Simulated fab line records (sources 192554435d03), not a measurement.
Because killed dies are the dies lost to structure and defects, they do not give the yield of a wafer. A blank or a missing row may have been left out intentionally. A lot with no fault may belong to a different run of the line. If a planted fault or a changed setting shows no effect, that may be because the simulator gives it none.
Struck lot and sound lot, side by side || flow n5 finfet || 39 out of 1938 route steps
Sound: these wafers, L878.1, L878.4, L878.6. Struck: wafer L889.3 (L889.2, L889.6, from the same lot, were not struck and are left out); the cause is given at the end.
Order at every step that has rows: each side's tool, ch and its chambers, its first start. Under that, the readings that differ: sound wafers || struck wafers || difference of the means || sigmas: that difference in standard deviations of wafers without a fault.
alike: words and numbers the same on both sides, and readings whose means are apart by under 2 such deviations; not compared: readings that were withheld, readings missing a value for some wafer, numbers with overlapping values and no deviation given by the record, and bounds like >300 which may hide the same value.
Wherever a step has rows on one side only, a row that says differs or no value, or a row with sigmas, the two part there. Non-overlapping numbers with no deviation appear without sigmas and do not part them. Lack of a reading on every wafer of one side parts them only where that side has two or more wafers.

first, 10 steps without rows for these wafers: N5_FIN_SAQP_HM_DEP_03 (deposits SiNx from SiH4/NH3/N2, target thk 38 nm, time 33.6 s); N5_FIN_SAQP_PECVD_47 (deposits a-Si from SiH4/He, target thk 45 nm, time 36.3 s); N5_FIN_SAQP_PECVD_48 (deposits SiNx from SiH4/NH3/N2, target thk 25 nm, time 22.1 s); N5_FIN_SAQP_PECVD_06 (deposits a-Si from SiH4/He, target thk 60 nm, time 48.1 s); N5_FIN_SAQP_HM_DEP_72 (deposits SiO2 from SiH4/N2O, target thk 12 nm, time 7.2 s); N5_FIN_SAQP_COAT_49 (time 60 s, resist thk 100 nm); N5_FIN_SAQP_COAT_50 (time 60 s, resist thk 35 nm); N5_FIN_SAQP_COAT_10 (resist thk 90 nm); N5_FIN_SAQP_EBR_12; N5_FIN_SAQP_SOFTBAKE_11 (time 60 s).
N5_FIN_SAQP_EXPOSE_13: exposes mask FIN CORE, target cd 35.6 nm.
  sound on arfi scanner-01 ch 0, day 1 21:25; struck on arfi scanner-01 ch 0, day 4 15:52
  alike: mask, exposure dose mJ cm2
then, 2 steps without rows for these wafers: N5_FIN_SAQP_PEB_14 (peb time 60 s); N5_FIN_SAQP_DEVELOP_15 (develop time 30 s).
N5_FIN_SAQP_CD_MEAS_16: target cd 35.6 nm.
  sound on cd sem-03 ch 0, day 1 21:32; struck on cd sem-01 ch 0, day 4 15:59
{"reading": "cd nm (nm)", "sound": "35.5 36.0 35.4", "struck": 31.1, "difference": -4.5, "sigmas": -15}
then, 23 steps without rows for these wafers: N5_FIN_SAQP_DESCUM_21 (chemistry O2, time 7.9 s); N5_FIN_SAQP_ETCH_51 (etches SiARC in CF4, target depth 45.5 nm, time 75.8 s); N5_FIN_SAQP_ETCH_52 (etches SOC in N2/H2, target depth 100 nm, overetch 20 nm, time 150 s); N5_FIN_SAQP_STRIP_53 (strips in N2/H2); N5_FIN_SAQP_HM_OPEN_73 (chemistry CHF3/O2, target SiO2, stops on a-Si, target depth 12 nm, time 16.8 s); N5_FIN_SAQP_STRIP_74 (strips in CHF3/O2); N5_FIN_SAQP_MANDREL_ETCH_22 (etches a-Si in HBr/Cl2, stops on SiNx, target depth 60 nm, bt time 10 s, time 30 s); N5_FIN_SAQP_STRIP_55 (strips in N2/H2); N5_FIN_SAQP_STRIP_23 (strips in SPM, time 750 s); N5_FIN_SAQP_SRD_66 (time 30 s); N5_FIN_SAQP_RECESS_75 (chemistry HF/NH3, target SiO2, target depth 14.4 nm, afs cycles 3, sublimation time 60 s); N5_FIN_SAQP_SPACER1_ALD_24 (deposits SiO2, target thk 20.3 nm, pulse time 1 s, purge time 2 s); N5_FIN_SAQP_SPACER1_ETCHBACK_25 (etches SiO2 in CHF3/O2, target depth 24.4 nm, time 12.2 s); N5_FIN_SAQP_MANDREL1_REMOVE_56 (chemistry HBr/Cl2/O2, target a-Si, stops on SiNx, bt time 10 s); N5_FIN_SAQP_ETCH_57 (etches SiNx in CH3F/O2, target depth 32.5 nm, time 46.4 s); N5_FIN_SAQP_ETCH_65 (etches SiO2 in CF4, target depth 4 nm, time 4.4 s); N5_FIN_SAQP_MANDREL_ETCH_58 (etches a-Si in HBr/Cl2, stops on SiNx, target depth 45 nm, bt time 10 s, time 27 s); N5_FIN_SAQP_RECESS_63 (chemistry HF/NH3, target SiO2, target depth 18 nm, afs cycles 3, sublimation time 60 s); N5_FIN_SAQP_COAT_68 (time 60 s, resist thk 100 nm); N5_FIN_SAQP_ETCH_69 (etches SOC in N2/H2, stops on SiNx, target depth 150 nm); N5_FIN_SAQP_ETCH_67 (etches SiNx in CH3F/O2, target depth 30 nm); N5_FIN_SAQP_STRIP_70 (strips in N2/H2); N5_FIN_SAQP_RECESS_71 (chemistry HF/NH3, target SiO2, target depth 3 nm, afs cycles 1, sublimation time 60 s).
-- the record jumps here: 7 days lie between the struck wafers' starts before and after (it left off in module FIN_SAQP and takes up again in module BEOL_M4, whose first step shown is number 1111 of the route) --
N5_BEOL_M4_RC_MEAS_101:
  sound on prober-01 ch 0, day 9 06:19; struck on prober-02 ch 0, day 12 00:50
  alike: DIBL_N, DIBL_P, IOFF_N, IOFF_P, ION_N, ION_P, SS_N, SS_P, VT_N, VT_P
-- the record jumps here: 5 days lie between the struck wafers' starts before and after (it left off in module BEOL_M4 and takes up again in module PASSIVATION, whose first step shown is number 1936 of the route) --
N5_PASSIVATION_PROBE_49:
  rows exist in the record for the struck wafers here (prober-02, day 16 22:08), but not for the sound ones

## WHERE THEY PART
First at N5_FIN_SAQP_CD_MEAS_16; last, within this record, at N5_PASSIVATION_PROBE_49.

WHY: what had been put in by the simulator
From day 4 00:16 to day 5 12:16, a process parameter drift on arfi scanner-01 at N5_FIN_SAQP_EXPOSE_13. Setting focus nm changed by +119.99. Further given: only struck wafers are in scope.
